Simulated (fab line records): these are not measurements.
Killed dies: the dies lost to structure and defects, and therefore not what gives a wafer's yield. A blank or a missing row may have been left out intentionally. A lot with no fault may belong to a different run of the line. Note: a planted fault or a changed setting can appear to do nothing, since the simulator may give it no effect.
Comparing a struck lot with a sound one ; flow nand-harc ; 14 steps out of a route of 1159
Sound: wafers L742.1, L742.4, L742.6. Wafers L737.3, L737.4, L737.5 were the ones struck. The cause is named last.
At each step with rows: each side's tool, then ch and its chambers, then its first start. Under that, the readings that differ: sound wafers ; struck wafers ; difference of the means ; sigmas: that difference in standard deviations of wafers without a fault.
alike: readings whose means differ by less than 2 such deviations, and words and numbers that are the same on both sides. not compared: withheld readings, readings that some wafer has no value for, bounds like >300 that may hide the same value, and numbers for which the record gives no deviation and whose values overlap.
The two part at a step that has a row with sigmas, a row that says differs or no value, or rows on one side only. When numbers do not overlap yet have no deviation, they are printed without sigmas and do not part them. A reading that every wafer of one side lacks parts them only if that side has two wafers or more.

first, 6 steps without rows for these wafers: NHARC_A_BLC_COAT_04 (resist thk 90 nm); NHARC_A_BLC_SOFTBAKE_05 (time 55 s); NHARC_A_BLC_EBR_06; NHARC_A_BLC_EXPOSE_07 (exposes mask A BLC, target cd 100 nm); NHARC_A_BLC_PEB_08 (peb time 65 s); NHARC_A_BLC_DEVELOP_09 (develop time 35 s).
NHARC_A_BLC_CD_MEAS_10 targets a cd of 100 nm.
  sound on cd-sem-01 ch 0, day 22 03:20; struck on cd-sem-02 ch 0, day 21 06:17
reading;sound;struck;difference;sigmas
cd-nm (nm);100.9 99.0 100.4;97.7 97.8 97.9;-2.3;-2
NHARC_A_BLC_OVL_MEAS_11:
  sound on overlay-01 at day 22 03:25; struck on overlay-02 at day 21 06:22
  alike: overlay-x-nm, overlay-y-nm
NHARC_A_BLC_INSPECT_12:
  sound on defect-inspect-02 at day 22 03:27; struck on defect-inspect-02 at day 21 06:24
  alike: raw-defect-count
NHARC_A_BLC_DESCUM_15: chemistry O2, time 3 s.
  sound on rie-diel-04 ch 0,1,2, day 22 03:31; struck on rie-diel-02 ch 0,2,3, day 21 06:28
  alike: drypump-motor-current-A, o2-flow-sccm, oes-product-au, rf-vpp-V, showerhead-plenum-p-Torr, throttle-valve-pct
  not compared: rf-hours-counter-h
NHARC_A_BLC_ETCH_16: etches the open film in CF4, target depth 39 nm, time 65 s.
  sound on rie-diel-04 ch 0,1,2, day 22 03:37; struck on rie-diel-02 ch 0,3, day 21 06:43
reading;sound;struck;difference;sigmas
cf4-flow-sccm (sccm);151.2 150.0 150.5;149.7 149.4 149.6;-1.0;-2
  alike: bias-w, drypump-motor-current-A, oes-product-au, rf-vpp-V, showerhead-plenum-p-Torr, throttle-valve-pct
  not compared: rf-hours-counter-h
NHARC_A_BLC_ETCH_17: etches the open film in N2/H2, target depth 390 nm, time 609.38 s.
  sound: rie-diel-04 ch 0,1,3; struck: rie-diel-02 ch 2,3
  alike: bias-w, chamber-pressure-mTorr, drypump-motor-current-A, oes-product-au, rf-vpp-V, showerhead-plenum-p-Torr, throttle-valve-pct
  not compared: rf-hours-counter-h
NHARC_A_BLC_ETCH_18: etches the open film in C4F8/O2/Ar, target depth 910 nm.
  sound on rie-diel-04 ch 0,1,2, day 22 04:10; struck on rie-diel-02 ch 0,2,3, day 21 07:22
  no value came back on the struck wafers for bias-w (W), chamber-pressure-mTorr (mTorr), oes-product-au (a.u.), rf-vpp-V (V); on the sound wafers bias-w (W) reads 1502 1500 1501
  not compared: rf-hours-counter-h
NHARC_A_BLC_CD_MEAS_19:
  sound on cd-sem-03 at day 22 04:29; struck on cd-sem-03 at day 21 07:46
  alike: cd-nm

WHERE THEY PART
Last at NHARC_A_BLC_ETCH_18 as far as this record goes, first at NHARC_A_BLC_CD_MEAS_10. Later steps at which nothing parts them and some readings are alike: NHARC_A_BLC_CD_MEAS_19.

WHY: what the simulator had put in
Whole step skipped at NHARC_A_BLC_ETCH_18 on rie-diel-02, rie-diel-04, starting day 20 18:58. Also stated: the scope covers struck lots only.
